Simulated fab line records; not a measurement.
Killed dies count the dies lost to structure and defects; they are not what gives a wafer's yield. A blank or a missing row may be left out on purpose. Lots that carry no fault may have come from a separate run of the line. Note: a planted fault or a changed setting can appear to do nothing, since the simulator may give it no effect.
Which of the tools did it? | flow nandHarc | 30 wafers from 10 lots sampled at 5 of the route's 1302 steps

WHAT THE GAUGES SHOWED, per wafer
NHARC_END_SORT_01. Usual: killedAtArray 55, standard deviation 20; killedAtOther 0.7, standard deviation 0.96; killedAtPeriphery 4.1, standard deviation 2.4; killedDies 60, standard deviation 20; killedOpen 3.3, standard deviation 1.9; killedShort 2.8, standard deviation 1.6.
lot  | measured     | on        | killedAtArray | killedAtOther | killedAtPeriphery | killedDies | killedOpen | killedShort | flag
L593 | day 24 23:40 | prober-01 | 67 65 72      | 0 0 0         | 10 6 6            | 77 71 78   | 5 1 5      | 4 4 5       | 
L598 | day 26 07:04 | prober-01 | 87 72 79      | 0 0 1         | 1 2 0             | 88 74 80   | 1 0 3      | 3 1 3       | 
L597 | day 26 07:54 | prober-02 | 49 43 52      | 3 1 2         | 2 4 6             | 54 48 60   | 4 6 6      | 4 4 3       | 
L601 | day 28 06:34 | prober-01 | 86 91 74      | 1 3 1         | 2 2 6             | 89 96 81   | 6 9 3      | 3 2 3       | 
L603 | day 28 08:12 | prober-02 | 39 49 45      | 0 0 0         | 6 5 11            | 45 54 56   | 4 5 3      | 3 1 2       | 
L608 | day 30 00:08 | prober-02 | 40 52 43      | 0 1 0         | 4 6 4             | 44 59 47   | 4 4 7      | 2 5 2       | 
L609 | day 30 18:16 | prober-01 | 89 86 82      | 2 2 0         | 1 1 2             | 92 89 84   | 1 6 4      | 0 3 3       | 
L612 | day 32 01:04 | prober-02 | 31 20 35      | 0 0 1         | 2 3 8             | 33 23 44   | 3 3 7      | 1 2 4       | 
L613 | day 32 17:46 | prober-01 | 33 23 30      | 2 2 1         | 2 3 2             | 37 28 33   | 5 1 2      | 3 2 1       | 
L616 | day 34 07:01 | prober-01 | 78 63 64      | 1 0 0         | 2 3 5             | 81 66 69   | 2 4 2      | 9 4 3       | 

WHICH TOOL RAN EACH LOT (tool, then ch and the chambers of the sampled wafers, then the start)
lot  | NHARC_A_STAIRCASE_DESCUM_291      | NHARC_A_STAIRCASE_HM_OPEN_460                | NHARC_A_STAIRCASE_STRIP_295                  | NHARC_A_STAIRCASE_ETCH_453
L593 | rieDiel-11 ch 1,3, day 16 22:23   | rieDiel-11 ch 0,1,3, day 17 05:14 or earlier | rieDiel-11 ch 2,3, day 17 05:14 or earlier   | rieDiel-11 ch 1,3, day 17 05:14
L598 | rieDiel-11 ch 0,1,3, day 18 11:05 | rieDiel-11 ch 0,2, day 18 16:48 or earlier   | rieDiel-11 ch 1,2, day 18 16:48 or earlier   | rieDiel-03 ch 0,1, day 18 16:48
L597 | rieDiel-03 ch 0,1, day 18 12:56   | rieDiel-03 ch 0,1, day 18 21:09 or earlier   | rieDiel-03 ch 1,3, day 18 21:09 or earlier   | rieDiel-03 ch 0,3, day 18 21:09
L601 | rieDiel-13 ch 0,2,3, day 20 13:02 | rieDiel-13 ch 0,1,3, day 20 22:56 or earlier | rieDiel-13 ch 0,2,3, day 20 22:56 or earlier | rieDiel-11 ch 1,3, day 20 22:56
L603 | rieDiel-13 ch 1,2,3, day 21 00:30 | rieDiel-13 ch 0,1,2, day 21 07:12 or earlier | rieDiel-13 ch 0,3, day 21 07:12 or earlier   | rieDiel-11 ch 0,3, day 21 07:12
L608 | rieDiel-03 ch 0,1,2, day 22 14:47 | rieDiel-03 ch 0,2,3, day 22 22:38 or earlier | rieDiel-03 ch 0,1,3, day 22 22:38 or earlier | rieDiel-03 ch 0,2,3, day 22 22:38
L609 | rieDiel-13 ch 0,2,3, day 23 03:19 | rieDiel-13 ch 0,1,2, day 23 08:57 or earlier | rieDiel-13 ch 2,3, day 23 08:57 or earlier   | rieDiel-03 ch 0,2,3, day 23 08:57
L612 | rieDiel-13 ch 0,2, day 24 14:13   | rieDiel-13 ch 0,3, day 24 21:19 or earlier   | rieDiel-13 ch 2,3, day 24 21:19 or earlier   | rieDiel-11 ch 0,2,3, day 24 21:19
L613 | rieDiel-11 ch 0,1,2, day 24 20:36 | rieDiel-11 ch 1,3, day 25 02:50 or earlier   | rieDiel-11 ch 1,2,3, day 25 02:50 or earlier | rieDiel-13 ch 1,2,3, day 25 02:50
L616 | rieDiel-03 ch 0,2, day 26 08:43   | rieDiel-03 ch 0,2,3, day 26 17:47 or earlier | rieDiel-03 ch 0,1,3, day 26 17:47 or earlier | rieDiel-13 ch 0,2,3, day 26 17:47
- NHARC_A_STAIRCASE_DESCUM_291: chemistry O2, time 3 s.
- NHARC_A_STAIRCASE_HM_OPEN_460: chemistry O2/COS.
- NHARC_A_STAIRCASE_STRIP_295: strips in O2.
- NHARC_A_STAIRCASE_ETCH_453: etches the open film in CF4/O2, target depth 30 nm, overetch 3 nm, time 16.5 s.

AS READ BY THE TOOLS THEMSELVES (means over the sampled wafers that have a number; for cases with no such wafer, the mark the record gives instead)
NHARC_A_STAIRCASE_DESCUM_291. Usual: chamberPressureMTorr 60.00 mTorr, standard deviation 0.064; drypumpMotorCurrentA 5.6 A, standard deviation 0.56; oesProductAu 1.000 a.u., standard deviation 0.011; rfVppV 57.7 V, standard deviation 0.96; showerheadPlenumPTorr 1.91 Torr, standard deviation 0.095; throttleValvePct 11.310 %, standard deviation 0.0098.
lot  | tool       | chamberPressureMTorr (mTorr) | drypumpMotorCurrentA (A) | oesProductAu (a.u.) | rfVppV (V) | showerheadPlenumPTorr (Torr) | throttleValvePct (%) | flag
L593 | rieDiel-11 | 60.03                        | 6.3                      | 0.999               | 57.9       | 1.95                         | 11.314               | 
L598 | rieDiel-11 | 59.99                        | 6.2                      | 0.994               | 58.4       | 2.00                         | 11.313               | 
L597 | rieDiel-03 | 60.02                        | 4.9                      | 1.001               | 57.3       | 1.79                         | 11.312               | 
L601 | rieDiel-13 | 60.02                        | 5.8                      | 1.012               | 58.1       | 1.92                         | 11.306               | 
L603 | rieDiel-13 | 59.97                        | 5.2                      | 0.987               | 57.9       | 1.91                         | 11.298               | 
L608 | rieDiel-03 | 59.97                        | 5.3                      | 0.996               | 57.5       | 1.84                         | 11.307               | 
L609 | rieDiel-13 | 60.00                        | 5.8                      | 1.000               | 58.0       | 1.91                         | 11.308               | 
L612 | rieDiel-13 | 60.06                        | 6.2                      | 0.991               | 57.1       | 1.84                         | 11.316               | 
L613 | rieDiel-11 | 60.04                        | 5.9                      | 0.998               | 58.4       | 1.91                         | 11.314               | 
L616 | rieDiel-03 | 59.96                        | 5.7                      | 0.983               | 57.3       | 1.89                         | 11.309               | 

NHARC_A_STAIRCASE_HM_OPEN_460. Usual: chamberPressureMTorr 20.000 mTorr, standard deviation 0.019; cosFlowSccm 20.00 sccm, standard deviation 0.058; drypumpMotorCurrentA 5.7 A, standard deviation 0.58; oesProductAu 1.002 a.u., standard deviation 0.01; rfVppV 467 V, standard deviation 3.3; showerheadPlenumPTorr 3.10 Torr, standard deviation 0.15; throttleValvePct 28.330 %, standard deviation 0.0091.
lot  | tool       | chamberPressureMTorr (mTorr) | cosFlowSccm (sccm) | drypumpMotorCurrentA (A) | oesProductAu (a.u.) | rfVppV (V) | showerheadPlenumPTorr (Torr) | throttleValvePct (%) | flag
L593 | rieDiel-11 | 20.026                       | 19.99              | 6.2                      | 1.001               | 471        | 3.26                         | 28.326               | 
L598 | rieDiel-11 | 19.995                       | 19.98              | 5.5                      | 1.013               | 467        | 3.12                         | 28.328               | 
L597 | rieDiel-03 | 19.990                       | 19.94              | 4.9                      | 1.008               | 463        | 2.94                         | 28.329               | 
L601 | rieDiel-13 | 19.996                       | 20.05              | 5.5                      | 1.002               | 467        | 3.14                         | 28.330               | 
L603 | rieDiel-13 | 20.031                       | 20.02              | 5.7                      | 1.003               | 465        | 3.02                         | 28.324               | 
L608 | rieDiel-03 | 19.999                       | 20.00              | 5.7                      | 0.996               | 467        | 3.10                         | 28.329               | 
L609 | rieDiel-13 | 19.998                       | 19.99              | 5.7                      | 1.000               | 465        | 3.02                         | 28.335               | 
L612 | rieDiel-13 | 19.985                       | 19.98              | 5.7                      | 0.997               | 469        | 3.23                         | 28.331               | 
L613 | rieDiel-11 | 19.995                       | 20.02              | 6.3                      | 0.984               | 469        | 3.15                         | 28.330               | 
L616 | rieDiel-03 | 20.001                       | 20.01              | 5.7                      | 1.002               | 466        | 3.09                         | 28.333               | 

NHARC_A_STAIRCASE_STRIP_295. Usual: chamberPressureMTorr 60.00 mTorr, standard deviation 0.058; drypumpMotorCurrentA 5.7 A, standard deviation 0.57; oesProductAu 1.000 a.u., standard deviation 0.01; rfVppV 57.7 V, standard deviation 0.85; showerheadPlenumPTorr 3.52 Torr, standard deviation 0.17; throttleValvePct 17.036 %, standard deviation 0.0094.
lot  | tool       | chamberPressureMTorr (mTorr) | drypumpMotorCurrentA (A) | oesProductAu (a.u.) | rfVppV (V) | showerheadPlenumPTorr (Torr) | throttleValvePct (%) | flag
L593 | rieDiel-11 | 60.01                        | 5.9                      | 1.011               | 58.0       | 3.67                         | 17.033               | 
L598 | rieDiel-11 | 59.98                        | 6.0                      | 1.008               | 56.9       | 3.46                         | 17.031               | 
L597 | rieDiel-03 | 59.98                        | 5.5                      | 1.009               | 57.9       | 3.50                         | 17.036               | 
L601 | rieDiel-13 | 59.99                        | 5.8                      | 1.005               | 58.0       | 3.53                         | 17.028               | 
L603 | rieDiel-13 | 60.10                        | 6.1                      | 1.010               | 57.9       | 3.55                         | 17.022               | 
L608 | rieDiel-03 | 60.03                        | 5.3                      | 0.998               | 58.0       | 3.41                         | 17.044               | 
L609 | rieDiel-13 | 59.92                        | 5.5                      | 0.991               | 57.5       | 3.51                         | 17.044               | 
L612 | rieDiel-13 | 60.08                        | 5.4                      | 0.990               | 58.3       | 3.63                         | 17.028               | 
L613 | rieDiel-11 | 60.02                        | 5.9                      | 0.986               | 57.1       | 3.53                         | 17.038               | 
L616 | rieDiel-03 | 59.99                        | 5.3                      | 0.997               | 57.7       | 3.40                         | 17.028               | 

NHARC_A_STAIRCASE_ETCH_453. Usual: cf4FlowSccm 80.02 sccm, standard deviation 0.24; chamberPressureMTorr 29.999 mTorr, standard deviation 0.029; drypumpMotorCurrentA 5.6 A, standard deviation 0.54; oes_f_703_au 1.000 a.u., standard deviation 0.0051; oes_o_777_au 1.000 a.u., standard deviation 0.0044; oesProductAu 1.000 a.u., standard deviation 0.011; rfVppV 197.7 V, standard deviation 1.6; showerheadPlenumPTorr 1.33 Torr, standard deviation 0.066; throttleValvePct 13.397 %, standard deviation 0.0096.
lot  | tool       | cf4FlowSccm (sccm) | chamberPressureMTorr (mTorr) | drypumpMotorCurrentA (A) | oes_f_703_au (a.u.) | oes_o_777_au (a.u.) | oesProductAu (a.u.) | rfVppV (V) | showerheadPlenumPTorr (Torr) | throttleValvePct (%) | flag
L593 | rieDiel-11 | 80.09              | 30.026                       | 6.2                      | 0.999               | 0.999               | 0.997               | 199.0      | 1.40                         | 13.393               | 
L598 | rieDiel-03 | 79.72              | 30.030                       | 4.9                      | 0.998               | 1.003               | 1.005               | 196.1      | 1.25                         | 13.396               | 
L597 | rieDiel-03 | 79.78              | 30.001                       | 5.7                      | 0.998               | 0.998               | 1.009               | 197.8      | 1.33                         | 13.397               | 
L601 | rieDiel-11 | 79.90              | 29.999                       | 6.3                      | 0.998               | 1.001               | 0.992               | 197.5      | 1.36                         | 13.399               | 
L603 | rieDiel-11 | 79.93              | 29.983                       | 6.1                      | 1.005               | 0.995               | 1.000               | 199.9      | 1.42                         | 13.392               | 
L608 | rieDiel-03 | 40.00              | 29.988                       | 5.7                      | 1.142               | 2.034               | 1.004               | 197.5      | 0.91                         | 10.374               | OFF
L609 | rieDiel-03 | 40.28              | 30.010                       | 5.7                      | 1.151               | 2.031               | 1.009               | 197.5      | 0.91                         | 10.365               | OFF
L612 | rieDiel-11 | 79.81              | 30.012                       | 5.8                      | 0.999               | 0.997               | 1.004               | 198.8      | 1.37                         | 13.398               | 
L613 | rieDiel-13 | 80.01              | 30.025                       | 5.2                      | 1.006               | 1.000               | 0.990               | 197.8      | 1.33                         | 13.398               | 
L616 | rieDiel-13 | 80.13              | 29.971                       | 5.8                      | 1.002               | 0.998               | 1.000               | 197.4      | 1.33                         | 13.400               | 

THE ANSWER, worked out from the rows above alone
Rule: lot off if the mean of its wafers having a number is beyond 3 standard deviations from the usual mean. Also off: a lot with no number at a reading for which 4 or more lots have one. All remaining lots with rows at the step are treated as sound. The gauges are gone through in route order, then the tools' own readings, and for those a lot's mean is taken as printed above. At the first step where some lot is off, the reading lying furthest off is the one used; lots without a number count as furthest.
Off: L608, L609 (NHARC_A_STAIRCASE_ETCH_453, throttleValvePct).
If a tool, at that step or one of the process steps before it, ran each lot that is off and ran no sound lot following the first of them, it fits. NHARC_A_STAIRCASE_HM_OPEN_460: start missing for some lots; hours and lot order therefore follow NHARC_A_STAIRCASE_ETCH_453. NHARC_A_STAIRCASE_STRIP_295: start missing for some lots; hours and lot order therefore follow NHARC_A_STAIRCASE_ETCH_453. One candidate fits, namely rieDiel-03 at NHARC_A_STAIRCASE_ETCH_453. A fault onset in the window from L597 (day 18 21:09, its last sound lot) to L608 (day 22 22:38, its first lot off) fits.
The tool's own readings at NHARC_A_STAIRCASE_ETCH_453 bear it out: on the lots that are off they differ by more than 5 times the standard deviation of the sound lots' means. cf4FlowSccm reads 40.14 sccm there against 79.92 sccm on the sound lots; oes_f_703_au reads 1.147 a.u. there against 1.001 a.u. on the sound lots; oes_o_777_au reads 2.032 a.u. there against 0.999 a.u. on the sound lots; showerheadPlenumPTorr reads 0.91 Torr there against 1.35 Torr on the sound lots; throttleValvePct reads 10.370 % there against 13.397 % on the sound lots.

WHAT HAD BEEN PUT IN BY THE SIMULATOR
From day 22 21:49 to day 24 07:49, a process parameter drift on rieDiel-03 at NHARC_A_STAIRCASE_ETCH_453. Setting cf4FlowSccm shifted by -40 from 80. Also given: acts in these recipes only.
Shown lots that were struck: L608, L609. The rule above found the same.
